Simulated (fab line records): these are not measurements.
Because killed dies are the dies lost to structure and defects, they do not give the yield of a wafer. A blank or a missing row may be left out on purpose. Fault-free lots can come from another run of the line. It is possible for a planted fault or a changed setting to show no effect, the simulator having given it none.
The tool behind it: which one?	flow n5Finfet	40 wafers from 14 lots sampled at 4 of the route's 1938 steps

== WHAT THE GAUGES SHOWED, per wafer ==
No reading from a measuring or inspecting step in the record can be judged against a usual standard deviation.

== TOOL THAT RAN EACH LOT (tool first, then ch and the chambers of the sampled wafers, then the start) ==
lot	N5_BEOL_M11_ILD_DEP_00	N5_BEOL_M11_ETCH_61	N5_BEOL_M11_EXPOSE_25	N5_BEOL_M11_ETCH_65
L278	pecvd-01 ch 0,1,2, day 10 07:51	rieDiel-04 ch 2,3, day 10 11:50	arfiScanner-03 ch 0, day 10 12:53	rieDiel-03 ch 1,2,3, day 10 13:08
L282	pecvd-03 ch 0,1,2, day 11 03:59	rieDiel-05 ch 1,2,3, day 11 05:28	arfiScanner-02 ch 0, day 11 06:26	rieDiel-04 ch 0,3, day 11 06:42
L283	pecvd-01 ch 0,2, day 11 21:22	rieDiel-03 ch 2,3, day 12 02:59	arfiScanner-02 ch 0, day 12 07:18	rieDiel-03 ch 0,1,3, day 12 07:34
L285	pecvd-03 ch 0,1, day 12 00:01	rieDiel-04 ch 0,1,3, day 12 04:02	arfiScanner-01 ch 0, day 12 07:47	rieDiel-04 ch 0,1,3, day 12 08:11
L284	pecvd-01 ch 0,1,2, day 12 00:17	rieDiel-04 ch 1,2,3, day 12 04:17	arfiScanner-03 ch 0, day 12 07:38	rieDiel-03 ch 2,3, day 12 08:01
L287	pecvd-01 ch 0,1,2, day 13 04:56	rieDiel-05 ch 0,1, day 13 07:44	arfiScanner-02 ch 0, day 13 10:07	rieDiel-05 ch 0,1,2, day 13 10:22
L292	pecvd-01 ch 0,1, day 14 01:01	rieDiel-04 ch 0,1,3, day 14 03:11	arfiScanner-01, day 14 06:52	rieDiel-05 ch 0,3, day 14 07:08
L290	pecvd-01 ch 0,1,2, day 14 04:35	rieDiel-04 ch 1,3, day 14 08:14	arfiScanner-01, day 14 08:49	rieDiel-05 ch 1,2, day 14 09:04
L296	pecvd-03 ch 0,1, day 14 13:58	rieDiel-05 ch 1,2, day 14 15:18	arfiScanner-01 ch 0, day 14 16:05	rieDiel-04 ch 3, day 14 16:20
L297	pecvd-02 ch 1,2, day 15 05:41	rieDiel-04 ch 1,2, day 15 07:44	arfiScanner-03 ch 0, day 15 10:13	rieDiel-05 ch 0,3, day 15 10:28
L298	pecvd-02 ch 0,1,2, day 15 21:38	rieDiel-03 ch 0,2,3, day 16 00:58	arfiScanner-02 ch 0, day 16 01:54	rieDiel-03 ch 0,1,3, day 16 02:08
L299	pecvd-02 ch 0,2, day 15 23:47	rieDiel-05 ch 0,1,2, day 16 01:40	arfiScanner-01 ch 0, day 16 02:26	rieDiel-03 ch 0,2,3, day 16 02:40
L301	pecvd-01 ch 0,1,2, day 15 23:51	rieDiel-03 ch 0,2,3, day 16 01:51	arfiScanner-02 ch 0, day 16 02:35	rieDiel-05 ch 0,2, day 16 03:00
L300	pecvd-03 ch 1,2, day 16 05:56	rieDiel-04 ch 0,1,3, day 16 10:44	arfiScanner-03 ch 0, day 16 13:13	rieDiel-05 ch 0,1,3, day 16 13:28
- N5_BEOL_M11_ILD_DEP_00: deposits SiCOH lowk from DEMS/porogen, target thk 308.51 nm, time 58 s.
- N5_BEOL_M11_ETCH_61: etches SiARC in CF4, target depth 39 nm, time 65 s.
- N5_BEOL_M11_EXPOSE_25: exposes mask V10.
- N5_BEOL_M11_ETCH_65: etches SiARC in CF4, target depth 39 nm, time 65 s.

== WHAT THE TOOLS THEMSELVES READ (means of the sampled wafers that have a number; where no wafer has one, the mark that the record gives instead) ==
N5_BEOL_M11_ILD_DEP_00. Usual: heaterPowerW 378 W, standard deviation 61; showerheadPlenumPTorr 5.734 Torr, standard deviation 0.011; throttleValvePct 13.8 %, standard deviation 0.6.
lot	tool	heaterPowerW (W)	showerheadPlenumPTorr (Torr)	throttleValvePct (%)	flag
L278	pecvd-01	428	5.744	13.9	
L282	pecvd-03	391	5.732	13.7	
L283	pecvd-01	394	5.739	13.4	
L285	pecvd-03	380	5.723	14.1	
L284	pecvd-01	400	5.731	13.8	
L287	pecvd-01	417	5.729	13.8	
L292	pecvd-01	408	5.734	14.4	
L290	pecvd-01	402	5.735	13.8	
L296	pecvd-03	368	5.729	13.9	
L297	pecvd-02	242	5.731	13.8	
L298	pecvd-02	283	5.731	13.7	
L299	pecvd-02	284	5.733	13.2	
L301	pecvd-01	436	5.736	14.0	
L300	pecvd-03	380	5.742	13.2	

N5_BEOL_M11_ETCH_61. Usual: value, then standard deviation, for each; chamberPressureMTorr 40.00 mTorr / 0.037; drypumpMotorCurrentA 5.6 A / 0.43; etchRfOnTimeS 64.9 s / 1.4; oesProductAu 0.68 a.u. / 0.066; rfVppV 184.0 V / 1.1; showerheadPlenumPTorr 2.13 Torr / 0.08; throttleValvePct 15.54 % / 0.25.
lot	tool	chamberPressureMTorr (mTorr)	drypumpMotorCurrentA (A)	etchRfOnTimeS (s)	oesProductAu (a.u.)	rfVppV (V)	showerheadPlenumPTorr (Torr)	throttleValvePct (%)	flag
L278	rieDiel-04	40.05	5.3	64.6	0.69	184.4	2.20	15.30	
L282	rieDiel-05	40.02	5.6	65.6	0.64	183.7	2.11	15.61	
L283	rieDiel-03	39.99	5.9	66.8	0.63	183.3	2.08	15.63	
L285	rieDiel-04	40.01	5.6	63.4	0.74	184.4	2.15	15.39	
L284	rieDiel-04	40.00	5.1	65.0	0.70	183.9	2.14	15.37	
L287	rieDiel-05	39.98	5.9	65.1	0.69	183.9	2.07	15.28	
L292	rieDiel-04	40.01	5.6	64.3	0.72	184.3	2.14	15.43	
L290	rieDiel-04	40.00	5.3	65.4	0.71	185.2	2.21	15.25	
L296	rieDiel-05	40.00	5.7	65.5	0.60	183.4	2.08	15.64	
L297	rieDiel-04	40.00	5.0	64.0	0.68	183.7	2.06	15.50	
L298	rieDiel-03	39.99	5.9	66.6	0.69	184.8	2.21	15.66	
L299	rieDiel-05	39.96	5.8	65.0	0.64	183.9	2.08	15.51	
L301	rieDiel-03	40.00	5.9	65.8	0.68	184.2	2.21	15.65	
L300	rieDiel-04	40.01	5.6	64.5	0.69	184.1	2.13	15.46	

N5_BEOL_M11_EXPOSE_25. Usual: exposureDoseMJCm2 85.41, standard deviation 0.084; focusOffsetNm 0.0 nm, standard deviation 0.6.
lot	tool	exposureDoseMJCm2	focusOffsetNm (nm)	flag
L278	arfiScanner-03	85.44	-0.2	
L282	arfiScanner-02	85.52	0.7	
L283	arfiScanner-02	85.39	0.5	
L285	arfiScanner-01	85.56	0.4	
L284	arfiScanner-03	85.40	0.5	
L287	arfiScanner-02	85.40	-0.1	
L292	arfiScanner-01	-	-	OFF
L290	arfiScanner-01	-	-	OFF
L296	arfiScanner-01	85.43	-0.7	
L297	arfiScanner-03	85.38	0.2	
L298	arfiScanner-02	85.50	-0.0	
L299	arfiScanner-01	85.34	-0.8	
L301	arfiScanner-02	85.39	0.6	
L300	arfiScanner-03	85.37	0.2	

N5_BEOL_M11_ETCH_65. Usual: value, then standard deviation, for each; chamberPressureMTorr 40.00 mTorr / 0.036; drypumpMotorCurrentA 5.6 A / 0.4; etchRfOnTimeS 64.9 s / 1.4; oesProductAu 0.68 a.u. / 0.068; rfVppV 183.9 V / 1.1; showerheadPlenumPTorr 2.13 Torr / 0.074; throttleValvePct 15.57 % / 0.26.
lot	tool	chamberPressureMTorr (mTorr)	drypumpMotorCurrentA (A)	etchRfOnTimeS (s)	oesProductAu (a.u.)	rfVppV (V)	showerheadPlenumPTorr (Torr)	throttleValvePct (%)	flag
L278	rieDiel-03	39.97	5.6	64.2	0.71	183.8	2.14	15.53	
L282	rieDiel-04	40.01	6.0	63.8	0.72	184.1	2.14	15.53	
L283	rieDiel-03	39.98	5.5	64.6	0.70	185.1	2.19	15.68	
L285	rieDiel-04	40.03	5.6	64.4	0.73	184.4	2.14	15.39	
L284	rieDiel-03	40.04	6.0	66.1	0.63	182.9	2.08	15.64	
L287	rieDiel-05	39.97	5.8	65.5	0.65	183.4	2.08	15.48	
L292	rieDiel-05	40.01	5.6	63.9	0.30	183.7	2.12	15.50	OFF
L290	rieDiel-05	39.99	5.6	65.0	0.26	183.9	2.06	15.57	OFF
L296	rieDiel-04	39.99	5.4	65.0	0.68	184.8	2.27	15.22	
L297	rieDiel-05	40.05	5.8	64.8	0.70	183.4	2.12	15.46	
L298	rieDiel-03	40.05	5.5	65.3	0.66	183.8	2.18	15.73	
L299	rieDiel-03	40.00	5.9	66.1	0.69	184.2	2.21	15.66	
L301	rieDiel-05	40.01	5.9	65.0	0.64	184.1	2.11	15.64	
L300	rieDiel-05	40.01	5.6	64.6	0.66	183.9	2.08	15.48	

== THE ANSWER, worked out from the rows above alone ==
Rule: a lot is off if the mean of its wafers that have a number lies more than 3 standard deviations from the usual mean. A lot without any number at a reading at which 4 lots or more have one is off too. The other lots that the step has rows for count as sound. Order of review: gauges by route order, followed by the tools' own readings, for which a lot's mean as printed above is used. At the first step where some lot is off, the reading lying furthest off is the one used; lots without a number count as furthest.
Off at N5_BEOL_M11_EXPOSE_25 (exposureDoseMJCm2): L292, L290. Without a number there: L292, L290.
If a tool, at that step or one of the process steps before it, ran each lot that is off and ran no sound lot following the first of them, it fits. No candidate that was tried fits.

== WHAT WAS PUT IN BY THE SIMULATOR ==
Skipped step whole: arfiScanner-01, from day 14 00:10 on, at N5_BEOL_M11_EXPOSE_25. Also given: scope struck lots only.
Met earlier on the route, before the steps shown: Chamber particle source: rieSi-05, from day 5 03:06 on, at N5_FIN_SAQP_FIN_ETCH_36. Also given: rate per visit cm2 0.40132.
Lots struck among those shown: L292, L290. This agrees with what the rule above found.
